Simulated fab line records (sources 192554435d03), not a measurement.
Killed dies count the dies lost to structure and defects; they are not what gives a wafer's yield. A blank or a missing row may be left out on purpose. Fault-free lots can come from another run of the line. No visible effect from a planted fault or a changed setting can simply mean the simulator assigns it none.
fab line records	flow n5_finfet
record: lots: 7	wafers: 19	last_day: 16
route steps=1938 shown BEOL_M1@833 BEOL_M2@841 BEOL_M4@1111 PASSIVATION@1936
lots that met no fault: taken from a fault-free run of the same line
start_h: the number of hours between the record's first day and the start of the first shown wafer of the lot	wait_h: hours from the lot's prior step to this one	" as in the row above	L1.1+2: a single row standing in for several wafers	- no value, or no start was given	* or withheld: withheld	< > ~ a bound
route shown NAME@n: a module of which the file shows steps, and the number in the route of the first	usual: mean and standard deviation over wafers with no fault	same: alike in all rows	chamber/n: place in a boat	sites: per-site readings	_std_site: the standard deviation of these	_edge_site: inner sites' mean taken away from outer sites' mean	radius_mm: for every site, how far away it sits from the centre of the wafer	mask NAME#n: copy n	behind: the last tool/chamber to shape the wafer	hold: reason for holding the lot/hours on hold/outcome of the hold	device: the n, p or np transistor that did not switch	end of line: tests run on the same wafers once the route is complete	a step without rows: its recipe alone	killed: the dies lost at the first sort to structure and to defects; this is not the yield of the wafer	map: dies across one wafer; x = killed, . = not, _ = none there
set.NAME: the setting that was run; set.NAME@STEP: the one run at that earlier step	model.NAME: the simulator's own value behind a step, which no gauge read
a table for each step, a row for each wafer; lots at some steps of the route
services: from which hour (start_h, from the record's first day; less than 0 if before it) a tool's chamber was out of use, for how many hours, and why
== steps ==
step: N5_BEOL_M1_CMP_52
recipe: stop_on: SiOC	t_overpolish_s: 6.8	down_force_psi: 1	platen_rpm: 50	clearing_platen_down_force_psi: 1.5	clearing_platen_rpm: 50	post_cmp_clean: cu_alkaline	target_thk_nm: 40	clearing_platen_pad_velocity_m_s: 0.99484	pad_velocity_m_s: 0.99484
usual: barrier_field_endpoint_s: 24.7/0.62	clearing_platen_down_force_psi: 1.5003/0.0028	motor_current_A: 6.2/0.45	overpolish_run_s: 6.800/0.0089	time_to_endpoint_s: 63/3.1
lot.wafer	tool	chamber	start_h	wait_h	barrier_field_endpoint_s	clearing_platen_down_force_psi	motor_current_A	overpolish_run_s	time_to_endpoint_s
L590.2	cmp-03	1	165.31	0.3	23.6	1.5061	5.8	6.784	62
L590.6	"	3	"	"	24.6	1.4996	6.4	6.804	63
L590.5	"	0	"	"	24.8	1.5029	5.8	6.810	61
L591.1	cmp-02	2	171.26	0.3	24.0	1.4994	6.5	6.794	61
L591.2	"	0	"	"	24.8	1.5039	6.2	6.794	63
L591.6	"	3	"	"	24.4	1.5010	5.9	6.800	57
L593.2	cmp-02	2	173.39	0.3	25.6	1.5040	6.4	6.792	64
L593.1	"	3	"	"	24.8	1.5016	6.0	6.804	62
L593.5	"	1	"	"	25.5	1.4984	5.9	6.804	65
L594.1	cmp-01	3	188.58	0.3	23.1	1.5010	5.6	6.801	56
L594.6	"	1	"	"	24.0	1.4993	6.1	6.793	58
L595.1	cmp-01	1	191.20	0.3	25.2	1.4986	6.5	6.804	63
L595.3	"	2	"	"	24.5	1.5060	6.8	6.794	63
L596.1	cmp-01	3	199.10	0.3	23.6	1.4939	5.8	6.809	56
L596.5	"	3	"	"	25.1	1.4977	5.6	6.774	58
L596.6	"	0	"	"	24.2	1.4947	5.7	6.805	61
L605.2	cmp-03	0	251.01	0.4	24.5	1.5031	5.7	6.815	67
L605.3	"	1	"	"	24.4	1.5031	6.2	6.800	64
L605.5	"	3	"	"	24.8	1.5026	6.5	6.804	66
step: N5_BEOL_M1_THK_MEAS_53
recipe: thk_meas_gauge: xrf	reads: Cu_of_BEOL_M1_ECD_50
usual: M1_THK: 40.1/1.4
lot.wafer	tool	chamber	start_h	wait_h	M1_THK[nm]
L590.2	film_metro-02	-	165.54	-	39.9
L590.5	"	-	"	"	40.5
L590.6	"	-	"	"	42.8
L591.1	film_metro-01	-	171.57	0.3	37.5
L591.2	"	-	"	"	36.9
L591.6	"	-	"	"	37.9
L593.1	film_metro-01	-	173.65	-	36.3
L593.2	"	-	"	"	38.7
L593.5	"	-	"	"	39.9
L594.1	film_metro-01	-	188.79	-	39.5
L594.6	"	-	"	"	43.1
L595.1	film_metro-01	-	191.45	-	41.1
L595.3	"	-	"	"	39.7
L596.1	film_metro-01	-	199.39	-	39.0
L596.5	"	-	"	"	38.3
L596.6	"	-	"	"	39.5
L605.2	film_metro-02	-	251.22	-	39.6
L605.3	"	-	"	"	41.0
L605.5	"	-	"	"	41.9
step: N5_BEOL_M1_PRE_CLEAN_60
recipe: gas: NH3/H2	time_s: 15	temp_c: *	rf_power_w: 300
step: N5_BEOL_M1_CO_CAP_55
recipe: material: Co	target_thk_a: 20	temp_c: 200	precursor: CCTBA/H2	pressure_torr: 30	time_s: 102.1
usual: heater_power_w: 234/27
lot.wafer	tool	chamber	start_h	wait_h	heater_power_w
L590.2	cvd_co-02	1	165.61	0.0	228
L590.5	"	0	"	"	204
L590.6	"	2	"	"	258
L591.1	cvd_co-01	1	171.65	0.0	209
L591.2	"	2	"	"	270
L591.6	"	2	"	"	274
L593.1	cvd_co-01	1	173.76	0.0	214
L593.2	"	0	"	"	215
L593.5	"	1	"	"	215
L594.1	cvd_co-02	0	188.91	0.0	200
L594.6	"	0	"	"	206
L595.1	cvd_co-01	1	191.53	0.0	219
L595.3	"	0	"	"	219
L596.1	cvd_co-01	2	199.47	0.0	275
L596.5	"	2	"	"	280
L596.6	"	1	"	"	213
L605.2	cvd_co-01	2	251.32	0.0	274
L605.3	"	2	"	"	275
L605.5	"	0	"	"	220
step: N5_BEOL_M1_PRE_CLEAN_56
recipe: gas: NH3	time_s: 15	temp_c: withheld	rf_power_w: 300
step: N5_BEOL_M1_DEP_57
recipe: material: SiCN	target_thk_a: 80	temp_c: withheld	precursor: 3MS/NH3	pressure_torr: 3	rf_w: 202	time_s: 14
usual: showerhead_plenum_p_Torr: 3.666/0.013	throttle_valve_pct: 9.0/0.43
lot.wafer	tool	chamber	start_h	wait_h	showerhead_plenum_p_Torr	throttle_valve_pct
L590.2	pecvd-03	1	165.73	0.0	3.695	8.6
L590.5	"	2	"	"	3.673	9.0
L590.6	"	1	"	"	3.699	8.7
L591.1	pecvd-03	0	171.77	0.0	3.660	9.1
L591.2	"	1	"	"	3.692	8.6
L591.6	"	1	"	"	3.697	8.5
L593.1	pecvd-02	1	173.88	0.0	3.657	8.8
L593.2	"	2	"	"	3.671	8.8
L593.5	"	0	"	"	3.653	9.2
L594.1	pecvd-03	0	189.03	0.0	3.652	9.3
L594.6	"	1	"	"	3.694	8.6
L595.1	pecvd-02	0	191.66	0.0	3.654	9.2
L595.3	"	2	"	"	3.675	8.8
L596.1	pecvd-01	0	199.59	0.0	3.656	8.8
L596.5	"	2	"	"	3.656	8.6
L596.6	"	0	"	"	3.671	8.8
L605.2	pecvd-03	2	251.47	0.0	3.672	9.1
L605.3	"	0	"	"	3.655	9.5
L605.5	"	0	"	"	3.646	9.1
step: N5_BEOL_M1_RS_MEAS_58
recipe: thk_meas_gauge: four-point-probe	reads: Co_of_BEOL_M1_CO_CAP_55+Cu_of_BEOL_M1_ECD_50+Co_of_BEOL_M1_CVD_47+TaN_of_BEOL_M1_ALD_84
usual: M1_RS: 0.68/0.031
lot.wafer	tool	chamber	start_h	wait_h	M1_RS[ohm/sq]
L590.2	film_metro-01	-	165.80	0.1	0.67
L590.5	"	-	"	"	0.66
L590.6	"	-	"	"	0.61
L591.1	film_metro-02	-	171.83	0.0	0.74
L591.2	"	-	"	"	0.76
L591.6	"	-	"	"	0.73
L593.1	film_metro-01	-	173.95	0.0	0.76
L593.2	"	-	"	"	0.71
L593.5	"	-	"	"	0.69
L594.1	film_metro-01	-	189.10	0.0	0.69
L594.6	"	-	"	"	0.62
L595.1	film_metro-01	-	191.74	0.1	0.67
L595.3	"	-	"	"	0.69
L596.1	film_metro-01	-	199.66	0.0	0.70
L596.5	"	-	"	"	0.72
L596.6	"	-	"	"	0.69
L605.2	film_metro-02	-	251.54	0.1	0.69
L605.3	"	-	"	"	0.66
L605.5	"	-	"	"	0.64
step: N5_BEOL_M1_INSPECT_59
recipe: inspect_instrument: darkfield	mode: post_dep
usual: raw_defect_count: 70/22
lot.wafer	tool	chamber	start_h	wait_h	raw_defect_count
L590.2	defect_inspect-02	-	165.82	0.0	59
L590.5	"	-	"	"	73
L590.6	"	-	"	"	34
L591.1	defect_inspect-02	-	171.86	0.0	49
L591.2	"	-	"	"	73
L591.6	"	-	"	"	62
L593.1	defect_inspect-02	-	173.97	0.0	89
L593.2	"	-	"	"	71
L593.5	"	-	"	"	80
L594.1	defect_inspect-02	-	189.12	0.0	47
L594.6	"	-	"	"	58
L595.1	defect_inspect-01	-	191.77	0.0	91
L595.3	"	-	"	"	84
L596.1	defect_inspect-01	-	199.68	0.0	108
L596.5	"	-	"	"	110
L596.6	"	-	"	"	72
L605.2	defect_inspect-01	-	251.57	0.0	35
L605.3	"	-	"	"	63
L605.5	"	-	"	"	47
step: N5_BEOL_M2_ILD_DEP_00
recipe: material: SiOC	target_thk_a: 790	temp_c: 350	precursor: DEMS/O2	pressure_torr: 5	rf_w: 500	time_s: 15.3
step: N5_BEOL_M2_THK_MEAS_01
recipe: reads: SiOC_of_BEOL_M2_ILD_DEP_00
usual: M2_ILD_THK: 78.8/1.1
lot.wafer	tool	chamber	start_h	wait_h	M2_ILD_THK[nm]
L590.2	film_metro-01	-	165.93	0.1	78.0
L590.5	"	-	"	"	78.4
L590.6	"	-	"	"	79.8
L591.1	film_metro-02	-	171.96	0.0	78.8
L591.2	"	-	"	"	78.2
L591.6	"	-	"	"	80.7
L593.1	film_metro-02	-	174.08	0.0	78.4
L593.2	"	-	"	"	78.3
L593.5	"	-	"	"	79.6
L594.1	film_metro-02	-	189.23	0.0	79.9
L594.6	"	-	"	"	79.7
L595.1	film_metro-02	-	191.87	0.0	79.6
L595.3	"	-	"	"	78.8
L596.1	film_metro-02	-	199.79	0.0	76.6
L596.5	"	-	"	"	78.0
L596.6	"	-	"	"	78.0
L605.2	film_metro-01	-	251.67	0.1	77.2
L605.3	"	-	"	"	78.0
L605.5	"	-	"	"	79.8
step: N5_BEOL_M2_PECVD_72
recipe: material: SiO2	target_thk_a: 160	temp_c: 400	precursor: TEOS/O2	pressure_torr: 5.5	rf_w: 450	teos_flow_sccm: 53.8	gas: O2	flow_sccm: 3000	time_s: 18
usual: heater_power_w: 717/100	showerhead_plenum_p_Torr: 8.80/0.056	throttle_valve_pct: 22.9/1.4
lot.wafer	tool	chamber	start_h	wait_h	heater_power_w	showerhead_plenum_p_Torr	throttle_valve_pct
L590.2	pecvd-01	0	165.96	0.0	869	8.76	22.4
L590.5	"	1	"	"	845	8.75	25.4
L590.6	"	2	"	"	645	8.75	21.2
L591.1	pecvd-01	2	172.00	0.0	685	8.74	21.1
L591.2	"	0	"	"	760	8.76	22.3
L591.6	"	2	"	"	686	8.76	21.2
L593.1	pecvd-04	0	174.11	0.0	510	8.82	24.6
L593.2	"	2	"	"	600	8.82	23.0
L593.5	"	0	"	"	512	8.81	24.2
L594.1	pecvd-04	2	189.26	0.0	621	8.80	22.9
L594.6	"	0	"	"	508	8.82	24.4
L595.1	pecvd-04	1	191.91	0.0	777	8.85	24.2
L595.3	"	0	"	"	570	8.79	24.3
L596.1	pecvd-03	2	199.82	0.0	735	8.81	22.1
L596.5	"	2	"	"	716	8.82	22.2
L596.6	"	1	"	"	798	8.93	21.4
L605.2	pecvd-03	0	251.71	0.0	662	8.75	22.6
L605.3	"	2	"	"	682	8.82	22.4
L605.5	"	1	"	"	798	8.91	21.1
step: N5_BEOL_M2_HM_DEP_02
recipe: material: TiN	target_thk_a: 200	temp_c: 25	chamber_pressure_pa: 0.49996
usual: chamber_pressure_pa: 0.5000/0.0011	throttle_valve_pct: 30.3/0.99
lot.wafer	tool	chamber	start_h	wait_h	chamber_pressure_pa	throttle_valve_pct
L590.2	pvd_sputter-01	-	167.67	1.7	0.4983	31.3
L590.5	"	-	"	"	0.4998	30.6
L590.6	"	-	"	"	0.4983	30.0
L591.1	pvd_sputter-03	-	172.92	0.9	0.5001	31.0
L591.2	"	-	"	"	0.4986	28.4
L591.6	"	-	"	"	0.5004	31.1
L593.1	pvd_sputter-02	-	175.74	1.6	0.4980	30.2
L593.2	"	-	"	"	0.5010	30.7
L593.5	"	-	"	"	0.4992	30.5
L594.1	pvd_sputter-02	-	191.07	1.8	0.4997	31.0
L594.6	"	-	"	"	0.4993	30.3
L595.1	pvd_sputter-03	-	192.08	0.2	0.5005	28.7
L595.3	"	-	"	"	0.5015	30.5
L596.1	pvd_sputter-02	-	199.94	0.1	0.4993	31.0
L596.5	"	-	"	"	0.4999	30.0
L596.6	"	-	"	"	0.5010	30.2
L605.2	pvd_sputter-01	-	252.18	0.5	0.5002	30.3
L605.3	"	-	"	"	0.4994	30.5
L605.5	"	-	"	"	0.5007	31.4
step: N5_BEOL_M2_COAT_61
recipe: resist: SOC	temp_c: 250	time_s: 60	spin_rpm: 1500	resist_thk_nm: 60
usual: run_length_s: 66.27/0.23
lot.wafer	tool	chamber	start_h	wait_h	run_length_s
L590.2	litho_track-05	0	167.79	0.1	66.33
L590.5	"	0	"	"	66.39
L590.6	"	0	"	"	66.37
L591.1	litho_track-03	0	173.05	0.1	66.38
L591.2	"	0	"	"	66.44
L591.6	"	0	"	"	66.21
L593.1	litho_track-05	0	175.87	0.1	70.28
L593.2	"	0	"	"	70.33
L593.5	"	0	"	"	66.41
L594.1	litho_track-05	0	191.19	0.1	70.40
L594.6	"	0	"	"	66.32
L595.1	litho_track-05	0	192.20	0.1	70.55
L595.3	"	0	"	"	66.63
L596.1	litho_track-01	0	200.07	0.1	65.92
L596.5	"	0	"	"	65.87
L596.6	"	0	"	"	65.83
L605.2	litho_track-03	0	252.31	0.1	66.31
L605.3	"	0	"	"	66.20
L605.5	"	0	"	"	66.63
step: N5_BEOL_M2_COAT_62
recipe: resist: SiARC	temp_c: 220	time_s: 60	spin_rpm: 1500	resist_thk_nm: 12
step: N5_BEOL_M4_RC_MEAS_101
usual: DIBL_N: 35.9/1.9	DIBL_P: 35.8/2.4	IOFF_N: 0.15/0.031	IOFF_P: 0.21/0.037	ION_N: 672/13	ION_P: 462/8.3	SS_N: 71.5/0.72	SS_P: 73.2/0.67	VT_N: 250/3.4	VT_P: -250/3.4
lot.wafer	tool	chamber	start_h	wait_h	DIBL_N[mV/V]	DIBL_P[mV/V]	IOFF_N[nA/um]	IOFF_P[nA/um]	ION_N[uA/um]	ION_P[uA/um]	SS_N[mV/dec]	SS_P[mV/dec]	VT_N[mV]	VT_P[mV]
L590.2	prober-01	0	203.27	0.2	34.0	35.1	0.14	0.18	661	452	71.2	73.4	248	-252
L590.5	"	0	"	"	31.8	31.8	0.11	0.14	660	452	70.7	72.2	254	-253
L590.6	"	0	"	"	35.0	36.4	0.17	0.20	681	467	71.4	73.0	245	-251
L591.1	prober-02	0	203.94	0.3	35.8	34.7	0.15	0.19	658	453	72.4	72.5	252	-252
L591.2	"	0	"	"	35.3	34.8	0.13	0.18	662	454	70.6	72.5	255	-250
L591.6	"	0	"	"	37.9	37.9	0.19	0.24	685	474	71.7	73.3	247	-248
L593.1	prober-02	0	205.25	0.0	35.2	35.0	0.14	0.16	668	451	72.1	72.8	253	-255
L593.2	"	0	"	"	35.7	36.2	0.15	0.18	663	458	72.5	74.0	250	-255
L593.5	"	0	"	"	36.9	37.3	0.16	0.19	686	464	71.8	73.7	248	-255
L594.1	prober-02	0	220.45	0.0	37.5	36.5	0.15	0.21	667	460	71.7	73.7	253	-251
L594.6	"	0	"	"	36.7	35.5	0.14	0.20	666	460	71.6	72.9	251	-251
L595.1	prober-01	0	225.61	0.0	34.0	34.9	0.12	0.18	662	458	70.9	72.8	252	-252
L595.3	"	0	"	"	35.9	34.7	0.14	0.17	649	443	72.2	73.1	252	-254
L596.1	prober-02	0	244.44	0.0	39.9	39.8	0.24	0.30	703	480	72.9	74.2	241	-244
L596.5	"	0	"	"	36.8	36.1	0.16	0.23	683	470	71.4	72.4	248	-246
L596.6	"	0	"	"	36.5	35.6	0.15	0.21	665	461	71.7	73.2	247	-249
L605.2	prober-01	0	295.96	0.2	35.3	34.8	0.16	0.20	683	466	70.5	72.8	247	-248
L605.3	"	0	"	"	32.0	31.7	0.10	0.16	664	462	69.9	71.9	256	-253
L605.5	"	0	"	"	33.2	32.1	0.12	0.17	672	469	69.5	72.0	253	-249
step: N5_PASSIVATION_PROBE_49
usual: defect_limited_yield: 91.6/1.2	killed_at_M0_to_M3: 33/9.4	killed_at_M4_up: 13/5.2	killed_at_contacts: 13/5.6	killed_at_front_end: 37/9.5	killed_at_other: 4/3.1	killed_dies: 99/15	killed_open: 65/11	killed_short: 32/7.5	sort_bin_5_function: 4.9/0.77	sort_bin_6_memory: 3.1/0.65	sort_n_pass: 1081/15	sort_yield_pct: 91.6/1.2
same: gross_dies: 1180	killed_at_back_side: 0	sort_bin_4_leakage[%]: 0	sort_bin_8_speed[%]: 0
lot.wafer	tool	chamber	start_h	wait_h	defect_limited_yield[%]	killed_at_M0_to_M3	killed_at_M4_up	killed_at_contacts	killed_at_front_end	killed_at_other	killed_dies	killed_open	killed_short	sort_bin_5_function[%]	sort_bin_6_memory[%]	sort_n_pass	sort_yield_pct[%]
L591.1	prober-01	-	309.26	0.0	91.9	31	8	21	35	1	96	76	20	5.0	3.1	1084	91.9
L591.2	prober-01	-	309.31	0.1	93.0	28	10	9	36	0	83	53	30	4.2	2.5	1097	93.0
L591.6	prober-01	-	309.51	0.3	92.3	13	12	24	38	4	91	60	27	4.9	2.4	1089	92.3
L590.2	prober-01	-	316.21	0.1	91.4	27	12	20	41	2	102	68	28	5.3	2.5	1078	91.4
L590.5	prober-01	-	316.36	0.2	92.4	36	7	14	33	0	90	49	41	4.3	3.1	1090	92.4
L590.6	prober-01	-	316.41	0.3	93.2	19	13	12	35	1	80	54	25	3.6	2.7	1100	93.2
L593.1	prober-01	-	321.80	0.0	90.7	40	20	18	32	0	110	89	21	6.0	3.1	1070	90.7
L593.2	prober-01	-	321.85	0.1	92.7	28	19	7	31	1	86	52	33	4.3	2.5	1094	92.7
L593.5	prober-01	-	322.00	0.2	89.7	51	28	10	30	2	121	82	37	5.4	4.4	1059	89.7
L594.1	prober-02	-	325.91	0.0	90.8	35	7	15	46	5	108	67	40	4.8	3.9	1072	90.8
L594.6	prober-02	-	326.16	0.3	93.0	21	22	9	29	2	83	53	25	3.7	2.5	1097	93.0
L595.1	prober-01	-	339.76	0.0	93.2	33	14	4	23	6	80	52	28	3.8	2.7	1100	93.2
L595.3	prober-01	-	339.86	0.1	92.5	22	9	12	36	9	88	57	31	4.6	2.7	1092	92.5
killed by level:class
L591.1 MOL_CONTACT_COAG:geometric_particle:open=18 BEOL_M3:geometric_particle:open=10 FIN_SAQP:geometric_particle:open=8 BEOL_M1:geometric_particle:open=8 STI_FIN_REVEAL:geometric_particle:open=7 BEOL_M2:geometric_particle:open=5 GATE_CUT:geometric_particle:short=4 BEOL_M5:geometric_particle:open=4
L591.2 FIN_SAQP:geometric_particle:open=6 STI_FIN_REVEAL:geometric_particle:open=6 GATE_CUT:geometric_particle:short=6 BEOL_M0_SAQP:geometric_particle:short=6 BEOL_M3:geometric_particle:open=6 MOL_CONTACT_COAG:geometric_particle:open=5 GATE_CUT:geometric_particle:open=4 MOL_CONTACT_COAG:geometric_particle:short=4
L591.6 MOL_CONTACT_COAG:geometric_particle:open=22 FIN_SAQP:geometric_particle:open=6 STI_FIN_REVEAL:geometric_particle:open=6 BEOL_M3:geometric_particle:open=5 FIN_SAQP:geometric_particle:short=4 GATE_CUT:geometric_particle:short=4 HKMG_FIN:area_etch=4 GATE_CUT:geometric_particle:open=3
L590.2 MOL_CONTACT_COAG:geometric_particle:open=18 BEOL_M2:geometric_particle:open=11 FIN_SAQP:geometric_particle:short=9 BEOL_M4:geometric_particle:open=7 FIN_SAQP:geometric_particle:open=6 BEOL_M3:geometric_particle:open=6 HKMG_FIN:area_etch=6 BEOL_M0_SAQP:geometric_particle:open=4
L590.5 MOL_CONTACT_COAG:geometric_particle:open=10 BEOL_M0_SAQP:geometric_particle:short=10 BEOL_M3:geometric_particle:open=8 BEOL_M0_SAQP:geometric_particle:open=7 FIN_SAQP:geometric_particle:short=5 STI_FIN_REVEAL:geometric_particle:open=5 GATE_CUT:geometric_particle:short=5 BEOL_M2:geometric_particle:open=5
L590.6 MOL_CONTACT_COAG:geometric_particle:open=11 FIN_SAQP:geometric_particle:open=7 BEOL_M0_SAQP:geometric_particle:short=6 STARTING-WAFER:geometric_particle:short=6 FIN_SAQP:geometric_particle:short=4 BEOL_M0_SAQP:geometric_particle:open=4 BEOL_M3:geometric_particle:open=4 DUMMY_GATE:geometric_particle:open=3
L593.1 MOL_CONTACT_COAG:geometric_particle:open=16 BEOL_M4:geometric_particle:open=12 BEOL_M3:geometric_particle:open=10 FIN_SAQP:geometric_particle:open=9 STI_FIN_REVEAL:geometric_particle:open=8 BEOL_M1:geometric_particle:open=7 BEOL_M0_SAQP:geometric_particle:short=6 BEOL_M0:geometric_particle:open=6
L593.2 FIN_SAQP:geometric_particle:short=8 BEOL_M3:geometric_particle:open=8 BEOL_M4:geometric_particle:open=7 FIN_SAQP:geometric_particle:open=6 BEOL_M1:geometric_particle:open=5 ILD0:geometric_particle:short=4 ILD0:geometric_particle:open=4 MOL_CONTACT_COAG:geometric_particle:open=4
L593.5 BEOL_M4:geometric_particle:open=14 BEOL_M3:geometric_particle:open=10 MOL_CONTACT_COAG:geometric_particle:open=9 BEOL_M2:geometric_particle:open=9 BEOL_M0_SAQP:geometric_particle:short=8 BEOL_M0_SAQP:geometric_particle:open=8 FIN_SAQP:geometric_particle:short=6 FIN_SAQP:geometric_particle:open=6
L594.1 MOL_CONTACT_COAG:geometric_particle:open=12 FIN_SAQP:geometric_particle:open=10 BEOL_M1:geometric_particle:open=10 BEOL_M3:geometric_particle:open=9 ILD0:geometric_particle:short=8 ILD0:geometric_particle:open=6 STARTING-WAFER:geometric_particle:open=6 BEOL_M0_SAQP:geometric_particle:open=5
L594.6 BEOL_M1:geometric_particle:open=12 BEOL_M4:geometric_particle:open=8 MOL_CONTACT_COAG:geometric_particle:open=7 STI_FIN_REVEAL:geometric_particle:open=6 FIN_SAQP:geometric_particle:short=5 BEOL_M5:geometric_particle:open=5 ILD0:geometric_particle:short=4 BEOL_M0_SAQP:geometric_particle:short=4
L595.1 BEOL_M0_SAQP:geometric_particle:short=10 BEOL_M0_SAQP:geometric_particle:open=9 BEOL_M4:geometric_particle:open=8 STI_FIN_REVEAL:geometric_particle:open=7 BEOL_M2:geometric_particle:open=6 FIN_SAQP:geometric_particle:open=5 BEOL_M3:geometric_particle:open=5 MOL_CONTACT_COAG:geometric_particle:open=4
L595.3 STI_FIN_REVEAL:geometric_particle:open=10 BEOL_M2:geometric_particle:open=8 MOL_CONTACT_COAG:geometric_particle:open=7 STARTING-WAFER:geometric_particle:short=6 MOL_CONTACT_COAG:geometric_particle:short=5 BEOL_M0_SAQP:geometric_particle:short=4 FIN_SAQP:geometric_particle:short=3 DUMMY_GATE:geometric_particle:open=3
== services ==
tool	chamber	start_h	hours	kind
pecvd-04	0	154.02	4.6	repair
cmp-03	-	157.44	0.8	repair
cmp-03	-	178.16	0.6	repair
pecvd-02	1	178.29	16.5	scheduled_down
cvd_co-01	-	189.76	1.3	repair
cmp-03	-	192.81	6.1	repair
pecvd-04	0	192.99	2.1	scheduled_down
cvd_co-02	2	195.82	16.5	repair
cmp-02	-	202.31	4.0	pm
pecvd-04	2	202.38	-	clean
pecvd-04	2	202.38	-	consumable_replace:showerhead
pecvd-04	2	202.38	29.0	scheduled_down
pecvd-04	2	202.38	29.0	vent_cycle
cmp-02	-	206.31	-	consumable_replace:conditioner
cmp-02	-	206.31	-	consumable_replace:pad
cmp-01	-	208.03	0.7	repair
pecvd-01	1	216.04	4.4	repair
pecvd-02	0	216.74	2.1	scheduled_down
cmp-02	-	226.91	0.8	repair
pecvd-02	-	228.51	0.7	repair
cmp-02	-	236.26	5.6	pm
pvd_sputter-02	-	238.19	1.5	repair
cvd_co-01	-	241.20	0.5	repair
cmp-02	-	245.99	3.0	repair
== key ==
first_sign: step: N5_BEOL_M2_COAT_61	reading: run_length_s	direction: up	sigmas: 18	usual: *	struck: *
effect none on later readings
met_at N5_BEOL_M2_COAT_61
struck_wafers L593.1,L593.2,L594.1,L595.1
onset_between 167.79 175.87
fault: kind: process_parameter_drift	tool: litho_track-05	chamber: -	onset_h: 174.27	steps: N5_BEOL_M2_COAT_61	channel: time_s	offset: *	shape: step	end_h: 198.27	scope: struck_wafers_only	acts_in: *	stated: *
